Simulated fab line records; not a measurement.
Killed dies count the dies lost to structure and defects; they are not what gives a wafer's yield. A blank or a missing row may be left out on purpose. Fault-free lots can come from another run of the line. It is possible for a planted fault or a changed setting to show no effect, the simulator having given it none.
fab line records	flow n5Finfet
[record] lots = 7	wafers = 21
route steps=1938 shown DUMMY_GATE@228 SD_EPI_N@267 SDB@369 GATE_CUT@478
startH: start of the lot's first displayed wafer, in hours after the record's first day	waitH: how many hours have passed since the lot's step before this one	" unchanged from the row above	L1.1+2: several wafers, shown together as one row	- either no value or no given start	* or withheld: withheld	< > ~ a bound
route shown NAME@n: NAME is a module with steps in the file, n the number in the route of the first one	usual: mean/standard deviation of fault-free wafers	same: alike in all rows	chamber/n: place in a boat	sites: readings site by site	_std_site: standard deviation across them	_edge_site: inner sites' mean taken away from outer sites' mean	radiusMm: how far each site lies from the wafer's centre	mask NAME#n: copy n	behind: tool/chamber where the wafer was last shaped	hold: what put the lot on hold/how long, in hours/how the hold closed	device: the transistor (n, p or np) that didn't switch	end of line: the route-end tests of the same wafers	a step without rows: its recipe alone	killed: count of dies lost to structure and defects at first sort (not the wafer's yield)	map: a wafer's dies, marking killed ones x, the rest . and places with no die _
set.NAME: the run value of the setting; set.NAME@STEP: its run value at that earlier step	model.NAME: the simulator's own value behind a step, which no gauge read
lots whose settings were changed on purpose; a table a step, a row a wafer
[[steps]]
[step N5_DUMMY_GATE_EXPOSE_12]
[recipe] maskId = GATE	na = 0.33	sourceShape = annular	sigmaInner = 0.2	sigmaOuter = 0.6	polarization = unpolarized	targetCdNm = 25	doseMj = 34
lot.wafer	tool	chamber	startH	waitH	mask	set.doseMj
L075.1	euvScanner-01	0	50.65	-	GATE#0	31.55
L075.3+6	"	0	"	"	GATE#0	34
L081.2+5+6	euvScanner-02	0	88.23	-	GATE#0	32.69
L083.1+4	euvScanner-01	0	100.78	-	GATE#0	34.96
L083.3	"	0	"	"	GATE#0	34
L086.2	euvScanner-02	0	119.47	-	GATE#0	35.54
L086.4+6	"	0	"	"	GATE#0	34
L088.1+3	euvScanner-01	0	129.60	-	GATE#0	34
L088.6	"	0	"	"	GATE#0	32.31
L093.1+4	euvScanner-01	0	164.19	-	GATE#0	34
L093.2	"	0	"	"	GATE#0	32.92
L095.2+4+6	euvScanner-02	0	175.77	-	GATE#0	34
[step N5_DUMMY_GATE_PEB_13]
[recipe] pebTempC = 100	pebTimeS = 60	resist = CAR-EUV
[step N5_DUMMY_GATE_DEVELOP_14]
[recipe] developTimeS = 30	developer = TMAH	resist = CAR-EUV	rinseLiquid = surfactantRinse	dry = airSpin	devTempC = 23
[step N5_DUMMY_GATE_CD_MEAS_15]
[recipe] targetCdNm = 25.8	landingEnergyEv = 500	detector = seInlens
[usual] cdNm = 24.98/0.25
lot.wafer	tool	chamber	startH	waitH	set.doseMj@DUMMY_GATE_EXPOSE_12	cdNm
L075.1	cdSem-01	0	50.77	-	31.55	26.19
L075.3	"	0	"	"	34	24.79
L075.6	"	0	"	"	34	25.03
L081.2	cdSem-01	0	88.35	-	32.69	25.84
L081.5	"	0	"	"	32.69	26.04
L081.6	"	0	"	"	32.69	25.87
L083.1	cdSem-03	0	100.90	-	34.96	24.23
L083.3	"	0	"	"	34	25.11
L083.4	"	0	"	"	34.96	24.55
L086.2	cdSem-02	0	119.59	-	35.54	23.70
L086.4	"	0	"	"	34	24.73
L086.6	"	0	"	"	34	24.95
L088.1	cdSem-03	0	129.73	-	34	24.65
L088.3	"	0	"	"	34	24.71
L088.6	"	0	"	"	32.31	25.60
L093.1	cdSem-01	0	164.31	-	34	24.72
L093.2	"	0	"	"	32.92	24.94
L093.4	"	0	"	"	34	24.53
L095.2	cdSem-01	0	175.90	-	34	25.42
L095.4	"	0	"	"	34	25.16
L095.6	"	0	"	"	34	25.18
[step N5_DUMMY_GATE_STRIP_38]
[recipe] chemistry = N2/H2	tempC = 40	n2FlowSccm = 200	h2FlowSccm = 200	rfFrequencyHz = 6e+07
[step N5_DUMMY_GATE_STRIP_39]
[recipe] chemistry = N2/H2	tempC = 40	n2FlowSccm = 200	h2FlowSccm = 200	rfFrequencyHz = 6e+07
[step N5_DUMMY_GATE_TRIM_49]
[recipe] chemistry = O2	resist = SOC	timeS = 29	targetCdNm = 14	sourcePowerW = 300	biasPowerW = 0	O2_flow_sccm = 100	tempC = 20
lot.wafer	tool	chamber	startH	waitH	set.doseMj@DUMMY_GATE_EXPOSE_12	model.DUMMY_GATE.cdNm
L075.1	rieSi-05	2	51.27	0.0	31.55	15.8
L075.3+6	"	1,3	"	"	34	14
L081.2	rieSi-05	3	88.71	0.0	32.69	14.8
L081.5+6	"	0,3	"	"	32.69	14.6
L083.1	rieSi-02	0	101.26	0.0	34.96	13.6
L083.3	"	2	"	"	34	14.4
L083.4	"	1	"	"	34.96	13.4
L086.2	rieSi-06	0	119.95	0.0	35.54	13.6
L086.4	"	3	"	"	34	14
L086.6	"	0	"	"	34	14.2
L088.1	rieSi-05	1	130.09	0.0	34	14
L088.3	"	0	"	"	34	13.6
L088.6	"	2	"	"	32.31	15
L093.1+4	rieSi-05	3,2	164.67	0.0	34	14
L093.2	"	1	"	"	32.92	14.2
L095.2+6	rieSi-06	0	176.40	0.0	34	14
L095.4	"	1	"	"	34	14.2
[step N5_DUMMY_GATE_STRIP_40]
[recipe] chemistry = CF4	resist = SiARC	powerW = 300	biasPowerW = 75	pressureMtorr = 50	cf4FlowSccm = 150	rfFrequencyHz = 6e+07
[step N5_DUMMY_GATE_CD_MEAS_50]
[recipe] targetCdNm = 14
[usual] cdNm = 14.0/0.31
lot.wafer	tool	chamber	startH	waitH	set.doseMj@DUMMY_GATE_EXPOSE_12	cdNm
L075.1	cdSem-03	-	51.47	0.0	31.55	15.9
L075.3	"	-	"	"	34	14.0
L075.6	"	-	"	"	34	14.1
L081.2	cdSem-03	-	88.86	0.0	32.69	15.0
L081.5	"	-	"	"	32.69	14.9
L081.6	"	-	"	"	32.69	14.7
L083.1	cdSem-03	-	101.41	0.0	34.96	13.5
L083.3	"	-	"	"	34	14.6
L083.4	"	-	"	"	34.96	13.1
L086.2	cdSem-03	-	120.11	0.1	35.54	13.5
L086.4	"	-	"	"	34	13.9
L086.6	"	-	"	"	34	14.4
L088.1	cdSem-02	-	130.24	0.0	34	13.9
L088.3	"	-	"	"	34	13.7
L088.6	"	-	"	"	32.31	14.8
L093.1	cdSem-01	-	164.82	0.0	34	13.5
L093.2	"	-	"	"	32.92	14.3
L093.4	"	-	"	"	34	14.2
L095.2	cdSem-01	-	176.58	0.0	34	13.7
L095.4	"	-	"	"	34	14.3
L095.6	"	-	"	"	34	14.0
[step N5_DUMMY_GATE_ETCH_31]
[recipe] chemistry = C4F6/O2	target = SiO2	maskMaterial = SOC	targetDepthA = 825	timeS = 27.5	ionEnergyEv = 250	pressureMtorr = 30	sourceW = 345	biasW = 185	Ar_flow_sccm = 300	C4F6_flow_sccm = 10	O2_flow_sccm = 10
[step N5_DUMMY_GATE_STRIP_41]
[recipe] chemistry = O2	powerW = 400	tempC = 40	pressureMtorr = 30	rfFrequencyHz = 6e+07	biasPowerW = 0	overashFraction = 0.3	o2FlowSccm = 225
[step N5_DUMMY_GATE_ETCH_32]
[recipe] chemistry = CF4	target = SiO2	targetDepthA = 35	timeS = 3.9	ionEnergyEv = 350	pressureMtorr = 10	icpW = 800	biasW = 400	cf4FlowSccm = 80
[step N5_DUMMY_GATE_ETCH_23]
[recipe] chemistry = HBr/Cl2/O2	HBr_flow_sccm = 150	Cl2_flow_sccm = 80	O2_flow_sccm = 12	biasW = 102	targetDepthA = 410	timeS = 22.3	target = poly-Si	maskMaterial = SiO2	pressureMtorr = 10	icpW = 800
[step N5_DUMMY_GATE_ETCH_44]
[recipe] chemistry = HBr/O2	overEtchFrac = 0.7	targetDepthA = 1275	stopOn = SiO2	ionEnergyEv = 60	biasW = 20	target = poly-Si	maskMaterial = SiO2	pressureMtorr = 20	icpW = 400	HBr_flow_sccm = 120	O2_flow_sccm = 10
lot.wafer	tool	chamber	startH	waitH	set.doseMj@DUMMY_GATE_EXPOSE_12	model.DUMMY_GATE.cdNm
L075.1	rieSi-02	0	51.88	0.0	31.55	16.8
L075.3	"	1	"	"	34	15
L075.6	"	1	"	"	34	14.8
L081.2+6	rieSi-02	1,3	89.42	0.0	32.69	15.4
L081.5	"	0	"	"	32.69	15.8
L083.1	rieSi-05	0	101.79	0.0	34.96	14.6
L083.3	"	1	"	"	34	15.2
L083.4	"	2	"	"	34.96	14.4
L086.2	rieSi-02	0	120.60	0.0	35.54	14.6
L086.4+6	"	2	"	"	34	15.2
L088.1	rieSi-06	0	130.62	0.0	34	15
L088.3	"	2	"	"	34	14.6
L088.6	"	1	"	"	32.31	16
L093.1	rieSi-02	3	165.20	0.0	34	14.8
L093.2	"	2	"	"	32.92	15.4
L093.4	"	0	"	"	34	15
L095.2	rieSi-05	2	176.96	0.0	34	15
L095.4	"	3	"	"	34	15.4
L095.6	"	3	"	"	34	15.2
[step N5_DUMMY_GATE_CD_MEAS_24]
[recipe] targetCdNm = 15
[usual] cdNm = 15.1/0.31
lot.wafer	tool	chamber	startH	waitH	set.doseMj@DUMMY_GATE_EXPOSE_12	cdNm
L075.1	cdSem-02	-	51.99	0.1	31.55	17.0
L075.3	"	-	"	"	34	15.0
L075.6	"	-	"	"	34	14.7
L081.2	cdSem-03	-	89.54	0.1	32.69	15.6
L081.5	"	-	"	"	32.69	16.0
L081.6	"	-	"	"	32.69	15.7
L083.1	cdSem-03	-	101.90	0.1	34.96	14.3
L083.3	"	-	"	"	34	15.1
L083.4	"	-	"	"	34.96	14.5
L086.2	cdSem-03	-	120.71	0.1	35.54	14.3
L086.4	"	-	"	"	34	15.2
L086.6	"	-	"	"	34	15.0
L088.1	cdSem-02	-	130.73	0.1	34	15.4
L088.3	"	-	"	"	34	14.7
L088.6	"	-	"	"	32.31	16.0
L093.1	cdSem-02	-	165.31	0.1	34	14.5
L093.2	"	-	"	"	32.92	15.3
L093.4	"	-	"	"	34	14.8
L095.2	cdSem-02	-	177.08	0.1	34	15.0
L095.4	"	-	"	"	34	15.4
L095.6	"	-	"	"	34	14.8
[step N5_SD_EPI_N_EXPOSE_06]
[recipe] maskId = SD_N_BLK	na = 1.35	sourceShape = conventional	sigmaOuter = 0.8	polarization = unpolarized	targetCdNm = 120	doseMj = 39.75
lot.wafer	tool	chamber	startH	waitH	mask	set.doseMj
L075.1	arfiScanner-01	0	53.15	-	SD_N_BLK#0	39.75
L075.3+6	"	0	"	"	SD_N_BLK#0	38.23
L081.2	arfiScanner-01	0	91.12	-	SD_N_BLK#0	39.75
L081.5+6	"	0	"	"	SD_N_BLK#0	41.46
L083.1+3	arfiScanner-03	0	103.17	-	SD_N_BLK#0	39.75
L083.4	"	0	"	"	SD_N_BLK#0	41.48
L086.2+6	arfiScanner-01	0	121.77	-	SD_N_BLK#0	37.93
L086.4	"	0	"	"	SD_N_BLK#0	39.75
L088.1+3	arfiScanner-01	0	131.94	-	SD_N_BLK#0	38.25
L088.6	"	0	"	"	SD_N_BLK#0	39.75
L093.1+2+4	arfiScanner-01	0	166.55	-	SD_N_BLK#0	39.75
L095.2+4+6	arfiScanner-01	0	178.68	-	SD_N_BLK#0	39.75
[step N5_SD_EPI_N_PEB_07]
[recipe] pebTempC = 110	pebTimeS = 60	resist = CAR-ArF-block
lot.wafer	tool	chamber	startH	waitH	set.pebTempC
L075.1+3+6	lithoTrack-04	0	53.21	0.1	110
L081.2+5	lithoTrack-01	0	91.18	0.0	110
L081.6	"	0	"	"	113.7
L083.1+3+4	lithoTrack-01	0	103.23	0.1	110
L086.2+6	lithoTrack-04	0	121.83	0.0	111.3
L086.4	"	0	"	"	110
L088.1+3+6	lithoTrack-04	0	132.00	0.1	110
L093.1+2+4	lithoTrack-01	0	166.61	0.1	110
L095.2+4+6	lithoTrack-04	0	178.73	0.0	110
[step N5_SD_EPI_N_DEVELOP_08]
[recipe] developTimeS = 30	developer = TMAH	resist = CAR-ArF-block	devTempC = 23	rinseLiquid = diw	dry = airSpin
[step N5_SD_EPI_N_CD_MEAS_09]
[recipe] targetCdNm = 120	landingEnergyEv = 500	detector = seInlens
[usual] cdNm = 120.2/0.62
lot.wafer	tool	chamber	startH	waitH	set.doseMj@SD_EPI_N_EXPOSE_06	set.pebTempC@SD_EPI_N_PEB_07	cdNm
L075.1	cdSem-01	0	53.28	-	39.75	110	120.2
L075.3	"	0	"	"	38.23	110	117.0
L075.6	"	0	"	"	38.23	110	117.2
L081.2	cdSem-03	0	91.24	-	39.75	110	121.0
L081.5	"	0	"	"	41.46	110	123.3
L081.6	"	0	"	"	41.46	113.7	131.8
L083.1	cdSem-03	0	103.29	-	39.75	110	120.0
L083.3	"	0	"	"	39.75	110	121.2
L083.4	"	0	"	"	41.48	110	123.0
L086.2	cdSem-03	0	121.89	-	37.93	111.3	120.2
L086.4	"	0	"	"	39.75	110	120.5
L086.6	"	0	"	"	37.93	111.3	120.3
L088.1	cdSem-03	0	132.07	-	38.25	110	117.0
L088.3	"	0	"	"	38.25	110	116.6
L088.6	"	0	"	"	39.75	110	119.4
L093.1	cdSem-02	0	166.67	-	39.75	110	119.9
L093.2	"	0	"	"	39.75	110	120.1
L093.4	"	0	"	"	39.75	110	120.1
L095.2	cdSem-02	0	178.80	-	39.75	110	120.1
L095.4	"	0	"	"	39.75	110	119.3
L095.6	"	0	"	"	39.75	110	119.3
[step N5_SD_EPI_N_DESCUM_14]
[recipe] chemistry = O2	timeS = 7.9	sourcePowerW = 50	biasPowerW = 20	pressureMtorr = 20	rfFrequencyHz = 2.712e+07	tempC = 40	resist = CAR-ArF-block	o2FlowSccm = 225
lot.wafer	tool	chamber	startH	waitH	set.doseMj@SD_EPI_N_EXPOSE_06	set.pebTempC@SD_EPI_N_PEB_07	model.SD_EPI_N.cdNm
L075.1	rieDiel-04	3	53.37	0.0	39.75	110	-
L075.3	"	1	"	"	38.23	110	117.4
L075.6	"	0	"	"	38.23	110	117.8
L081.2	rieDiel-02	2	91.33	0.0	39.75	110	120.4
L081.5	"	3	"	"	41.46	110	123
L081.6	"	2	"	"	41.46	113.7	131.8
L083.1	rieDiel-06	3	103.38	0.0	39.75	110	119.8
L083.3	"	2	"	"	39.75	110	121.2
L083.4	"	1	"	"	41.48	110	123
L086.2	rieDiel-02	1	121.98	0.0	37.93	111.3	120.2
L086.4	"	0	"	"	39.75	110	120.8
L086.6	"	1	"	"	37.93	111.3	120.4
L088.1	rieDiel-02	3	132.22	0.1	38.25	110	117.2
L088.3	"	0	"	"	38.25	110	116.6
L088.6	"	2	"	"	39.75	110	119.6
L093.1	rieDiel-06	0	166.96	0.2	39.75	110	119.8
L093.2	"	2	"	"	39.75	110	120
L093.4	"	1	"	"	39.75	110	120.2
L095.2	rieDiel-06	3	178.90	0.0	39.75	110	120.4
L095.4	"	3	"	"	39.75	110	119.2
L095.6	"	2	"	"	39.75	110	119.8
[step N5_SD_EPI_N_ETCH_34]
[recipe] chemistry = CF4	target = SiARC	targetDepthA = 455	maskMaterial = CAR-ArF-block	timeS = 75.8	ionEnergyEv = 80	pressureMtorr = 40	sourceW = 545	biasW = 36	Ar_flow_sccm = 100	cf4FlowSccm = 100	ends = cleared
lot.wafer	tool	chamber	startH	waitH	set.doseMj@SD_EPI_N_EXPOSE_06	set.pebTempC@SD_EPI_N_PEB_07	model.SD_EPI_N.cdNm
L075.1	rieDiel-04	3	53.40	0.0	39.75	110	120.4
L075.3	"	1	"	"	38.23	110	117.4
L075.6	"	0	"	"	38.23	110	117.6
L081.2	rieDiel-02	2	91.37	0.0	39.75	110	120.4
L081.5	"	3	"	"	41.46	110	122.8
L081.6	"	2	"	"	41.46	113.7	131.6
L083.1	rieDiel-06	3	103.42	0.0	39.75	110	120
L083.3	"	2	"	"	39.75	110	121
L083.4	"	1	"	"	41.48	110	123.4
L086.2	rieDiel-02	1	122.01	0.0	37.93	111.3	120
L086.4	"	0	"	"	39.75	110	120.8
L086.6	"	1	"	"	37.93	111.3	120.4
L088.1	rieDiel-02	3	132.26	0.0	38.25	110	117
L088.3	"	0	"	"	38.25	110	116.8
L088.6	"	2	"	"	39.75	110	119.4
L093.1	rieDiel-06	0	167.00	0.0	39.75	110	119.8
L093.2	"	2	"	"	39.75	110	120.2
L093.4	"	1	"	"	39.75	110	120.4
L095.2	rieDiel-06	3	178.93	0.0	39.75	110	120.4
L095.4	"	3	"	"	39.75	110	119.2
L095.6	"	2	"	"	39.75	110	119.8
[step N5_SDB_CUT_ETCH_26]
[recipe] chemistry = HBr/Cl2/O2	target = Si	targetDepthA = 1296	btTimeS = 20	maskMaterial = SiNx	timeS = 51.8	ionEnergyEv = *	biasW = *	pressureMtorr = 10	icpW = 800	HBr_flow_sccm = 150	Cl2_flow_sccm = 80	O2_flow_sccm = 12
lot.wafer	tool	chamber	startH	waitH	set.icpW	model.etch.depthNm	model.SDB.featureDepthNm
L075.1	rieSi-01	3	71.01	0.1	672	118	118
L075.3	"	1	"	"	672	119.1	119
L075.6	"	1	"	"	800	131.1	131
L081.2	rieSi-03	3	109.12	0.1	760.8	129	129
L081.5	"	0	"	"	800	131.3	131.2
L081.6	"	1	"	"	760.8	125.6	125.6
L083.1	rieSi-03	3	120.59	0.1	800	130.1	130.2
L083.3	"	0	"	"	800	131.5	131.6
L083.4	"	2	"	"	710.1	122.3	122.4
L086.2	rieSi-04	3	140.74	0.1	800	130.3	130.4
L086.4	"	2	"	"	800	129.8	129.8
L086.6	"	3	"	"	800	130	130
L088.1	rieSi-04	0	149.32	0.1	800	129.4	129.4
L088.3	"	2	"	"	800	129	129
L088.6	"	2	"	"	757.2	127.3	127.4
L093.1	rieSi-03	1	186.03	0.1	800	128.8	128.8
L093.2	"	0	"	"	800	131.8	131.8
L093.4	"	2	"	"	800	129.5	129.6
L095.2+4	rieSi-01	2,3	197.31	0.1	800	129.7	129.8
L095.6	"	0	"	"	800	130	130
[step N5_GATE_CUT_COAT_34]
[recipe] resist = SOC	tempC = 250	timeS = 60	spinRpm = 1500	resistThkNm = 60
lot.wafer	tool	chamber	startH	waitH	set.spinRpm	model.SOC_of_GATE_CUT_COAT_34.thkNm
L075.1+3	lithoTrack-03	0	87.59	0.1	1500	60
L075.6	"	0	"	"	1385	62.4
L081.2+6	lithoTrack-05	0	125.21	0.0	1500	60.4
L081.5	"	0	"	"	1500	60.6
L083.1+3+4	lithoTrack-02	0	136.68	0.0	1500	60.4
L086.2+4	lithoTrack-03	0	158.86	0.0	1500	60
L086.6	"	0	"	"	1500	60.2
L088.1	lithoTrack-02	0	168.95	0.0	1376	63
L088.3	"	0	"	"	1500	60.4
L088.6	"	0	"	"	1500	60.6
L093.1	lithoTrack-03	0	207.05	0.0	1500	59.4
L093.2	"	0	"	"	1640	57.2
L093.4	"	0	"	"	1640	57
L095.2	lithoTrack-05	0	213.94	0.0	1500	60.2
L095.4+6	"	0	"	"	1500	60
[[key]]
[split] step = N5_DUMMY_GATE_EXPOSE_12	setting = doseMj	stated = 34	by = wafer
[response] step = N5_DUMMY_GATE_CD_MEAS_15	reading = cdNm	change = -0.191	per = 1%	r = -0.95
[response] step = N5_DUMMY_GATE_TRIM_49	reading = model.DUMMY_GATE.cdNm	change = -0.212	per = 1%	r = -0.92
[response] step = N5_DUMMY_GATE_CD_MEAS_50	reading = cdNm	change = -0.223	per = 1%	r = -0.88
[response] step = N5_DUMMY_GATE_ETCH_44	reading = model.DUMMY_GATE.cdNm	change = -0.225	per = 1%	r = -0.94
[response] step = N5_DUMMY_GATE_CD_MEAS_24	reading = cdNm	change = -0.239	per = 1%	r = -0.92
[split] step = N5_SD_EPI_N_EXPOSE_06	setting = doseMj	stated = 39.75	by = wafer
[response] step = N5_SD_EPI_N_CD_MEAS_09	reading = cdNm	slope = +0.656	per = 1%	togetherWith = pebTempC@SD_EPI_N_PEB_07	explained = 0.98
[response] step = N5_SD_EPI_N_DESCUM_14	reading = model.SD_EPI_N.cdNm	slope = +0.672	per = 1%	togetherWith = pebTempC@SD_EPI_N_PEB_07	explained = 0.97
[response] step = N5_SD_EPI_N_ETCH_34	reading = model.SD_EPI_N.cdNm	slope = +0.694	per = 1%	togetherWith = pebTempC@SD_EPI_N_PEB_07	explained = 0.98
[split] step = N5_SD_EPI_N_PEB_07	setting = pebTempC	stated = 110	by = wafer
[response] step = N5_SD_EPI_N_CD_MEAS_09	reading = cdNm	slope = +2.45	per = 1%	togetherWith = doseMj@SD_EPI_N_EXPOSE_06	explained = 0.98
[response] step = N5_SD_EPI_N_DESCUM_14	reading = model.SD_EPI_N.cdNm	slope = +2.53	per = 1%	togetherWith = doseMj@SD_EPI_N_EXPOSE_06	explained = 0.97
[response] step = N5_SD_EPI_N_ETCH_34	reading = model.SD_EPI_N.cdNm	slope = +2.49	per = 1%	togetherWith = doseMj@SD_EPI_N_EXPOSE_06	explained = 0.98
[split] step = N5_SDB_CUT_ETCH_26	setting = icpW	stated = 800	by = wafer
[response] step = N5_SDB_CUT_ETCH_26	reading = model.etch.depthNm	change = +0.75	per = 1%	r = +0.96
[response] step = N5_SDB_CUT_ETCH_26	reading = model.SDB.featureDepthNm	change = +0.746	per = 1%	r = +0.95
[split] step = N5_GATE_CUT_COAT_34	setting = spinRpm	stated = 1500	by = wafer
[response] step = N5_GATE_CUT_COAT_34	reading = model.SOC_of_GATE_CUT_COAT_34.thkNm	change = -0.283	per = 1%	r = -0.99
